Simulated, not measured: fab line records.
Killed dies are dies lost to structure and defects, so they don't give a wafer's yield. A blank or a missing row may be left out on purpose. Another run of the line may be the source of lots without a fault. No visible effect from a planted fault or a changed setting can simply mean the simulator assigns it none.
Chamber matching    flow n5 finfet    pecvd-04 running N5_SDB_HM_DEP_00: 3 sister chambers
The step deposits SiNx from SiH4/NH3/N2, target thk 40 nm, time 35.3 s. 3 wafers are shown with their chamber, then 7 later ones without.

## EACH WAFER AND ITS CHAMBER
wafer   chamber  showerhead plenum p Torr (Torr)
L084.5  2        5.06
L088.1  1        5.20
L088.2  0        5.19

## WAFERS MISSING THEIR CHAMBER
wafer   showerhead plenum p Torr (Torr)
L088.6  5.06
L091.1  5.05
L091.3  5.21
L091.5  5.06
L095.2  5.05
L095.3  5.19
L095.5  5.21

## CHAMBER TAKEN BY EACH
wafer   from the rows above      in truth
L088.6  2                        2
L091.1  2                        2
L091.3  can't be placed: 1 or 0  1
L091.5  2                        2
L095.2  2                        2
L095.3  can't be placed: 0 or 1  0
L095.5  can't be placed: 1 or 0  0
Correctly placed: 4 of 7. Cannot be placed on the basis of these rows: 3; the candidates contain the true chamber in 3. Placed wrongly: 0.
How it was worked out, from the rows above alone: a wafer's distance from a chamber is the root of the sum, over the readings, of the square of ((its reading less the chamber's mean) divided by the reading's scatter). The wafer belongs to the nearest chamber; if the next one is less than 2 further off, it can't be placed. The mean given for a chamber averages the wafers shown for that chamber. The scatter: root of mean squared gap, hidden wafer to nearest shown wafer, with one shown wafer a chamber.
